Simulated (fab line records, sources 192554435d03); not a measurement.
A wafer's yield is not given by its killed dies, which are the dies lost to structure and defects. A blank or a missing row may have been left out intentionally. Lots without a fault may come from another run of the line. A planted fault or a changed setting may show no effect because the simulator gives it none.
Split-lot trial ; flow n5-finfet ; 7 lots, 21 wafers read, on a route of 1938 steps

## THE SPLIT
At N5_GATE_CUT_COAT_34 (time 60 s, resist thk 60 nm), the setting spin-rpm was moved away from the recipe's 1500 rpm on 4 of the 21 wafers read, by -10.8% to +10.7%. For the rest of the wafers, this setting stayed at what the recipe calls for.

## FROM THE SPLIT TO THE READING: what the file shows between them, 7 steps
- N5_GATE_CUT_COAT_35: time 60 s, resist thk 10 nm
- N5_GATE_CUT_COAT_27: time 60 s, resist thk 10 nm
- N5_GATE_CUT_ETCH_28: etches underlayer in N2/H2, target depth 13 nm, time 10.4 s
- N5_GATE_CUT_ETCH_36: etches SiARC in CF4, target depth 13 nm, time 21.7 s
- N5_GATE_CUT_ETCH_37: etches SOC in N2/H2, target depth 60 nm, overetch 12 nm, time 90 s
- N5_GATE_CUT_STRIP_38: strips in N2/H2
- N5_GATE_CUT_STRIP_39: strips in N2/H2

## THE READING
SOC_of_GATE_CUT_COAT_34.thk-nm (the simulator's own value, which no gauge read), in nm, at N5_GATE_CUT_HM_OPEN_40 (chemistry C4F6/O2, target SiO2, target depth 139 nm, time 85.1 s). The file gives no usual value for it. Here, 17 wafers ran the recipe; their average is 32.6 nm with a standard deviation of 0.33 nm.

wafer;tool, chamber at the split;spin-rpm as run, rpm;against the recipe;SOC_of_GATE_CUT_COAT_34.thk-nm, nm;against lot-mates on the recipe
L077.1;litho-track-02, 0;1500;recipe;32.6;-
L077.3;litho-track-02, 0;1500;recipe;32.6;-
L077.4;litho-track-02, 0;1660;+10.7%;29.4;-3.2
L081.3;litho-track-03, 0;1500;recipe;32.8;-
L081.5;litho-track-03, 0;1500;recipe;32.6;-
L081.6;litho-track-03, 0;1500;recipe;32.2;-
L088.1;litho-track-03, 0;1500;recipe;32.4;-
L088.3;litho-track-03, 0;1500;recipe;32.8;-
L088.5;litho-track-03, 0;1500;recipe;32.6;-
L090.1;litho-track-02, 0;1500;recipe;32.8;-
L090.4;litho-track-02, 0;1500;recipe;33.2;-
L090.5;litho-track-02, 0;1500;recipe;33;-
L091.3;litho-track-03, 0;1500;recipe;31.8;-
L091.4;litho-track-03, 0;1614;+7.6%;30.4;-1.4
L091.6;litho-track-03, 0;1614;+7.6%;30.4;-1.4
L095.3;litho-track-02, 0;1500;recipe;33;-
L095.4;litho-track-02, 0;1338;-10.8%;36.2;+3.3
L095.6;litho-track-02, 0;1500;recipe;32.8;-
L096.1;litho-track-02, 0;1500;recipe;32.4;-
L096.4;litho-track-02, 0;1500;recipe;32.4;-
L096.5;litho-track-02, 0;1500;recipe;32.4;-

FIT RESULTS
A straight line over all 21 wafers: SOC_of_GATE_CUT_COAT_34.thk-nm changes by -0.31 nm for each +1% of spin-rpm; r = -0.97; the points scatter about the line by 0.32 nm.
The same after taking each lot's own level away (the mean of its wafers on the recipe; 21 wafers): -0.266 nm for each +1%; r = -0.97; scatter 0.27 nm.
That fit puts the effect of the largest move of spin-rpm on the reading at 2.9 nm.
Measured against the standard deviation above, the lots' own levels, which go from 31.80 to 33.00 nm, span 3.7 times it.
So the slope is not independent of the lot-to-lot level: the two fits are not the same.
Check: for one of the wafers moved furthest among these (-10.8%), held out of the fit, the line's prediction against its lot-mates is +2.64 nm. It came out at +3.3 nm against them.

## OTHER SPLITS ON THESE WAFERS
Other splits were also applied to these wafers ahead of the reading. Each is held against what the fit with the lots' levels taken away leaves over:
other split on the same wafers;wafers away from the commonest value;r with SOC_of_GATE_CUT_COAT_34.thk-nm (lot level and that fit taken away)
N5_SD_ACTIVATION_LSA_01 temp-c;5;-0.19
N5_HKMG_FIN_HK_ALD_01 ald-cycles;5;-0.09
N5_HKMG_FIN_ALD_36 ald-cycles;8;-0.31

## THE WHOLE CHAIN: every reading that the file lists as answering this split, in the file's order
step;what it does;reading;change (the file's fit);r (the file's)
N5_GATE_CUT_COAT_34;time 60 s, resist thk 60 nm;SOC_of_GATE_CUT_COAT_34.thk-nm (the simulator's own value, which no gauge read);-0.291 nm for each +1% of the setting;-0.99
N5_GATE_CUT_ETCH_37;etches SOC in N2/H2, target depth 60 nm, overetch 12 nm, time 90 s;etch.depth-nm (the simulator's own value, which no gauge read);-0.295 nm for each +1% of the setting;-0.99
N5_GATE_CUT_HM_OPEN_40;chemistry C4F6/O2, target SiO2, target depth 139 nm, time 85.1 s;SOC_of_GATE_CUT_COAT_34.thk-nm (the simulator's own value, which no gauge read);-0.279 nm for each +1% of the setting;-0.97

## THE FILE'S OWN FIT
SOC_of_GATE_CUT_COAT_34.thk-nm changes by -0.279 nm for each +1% of spin-rpm, r = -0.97.
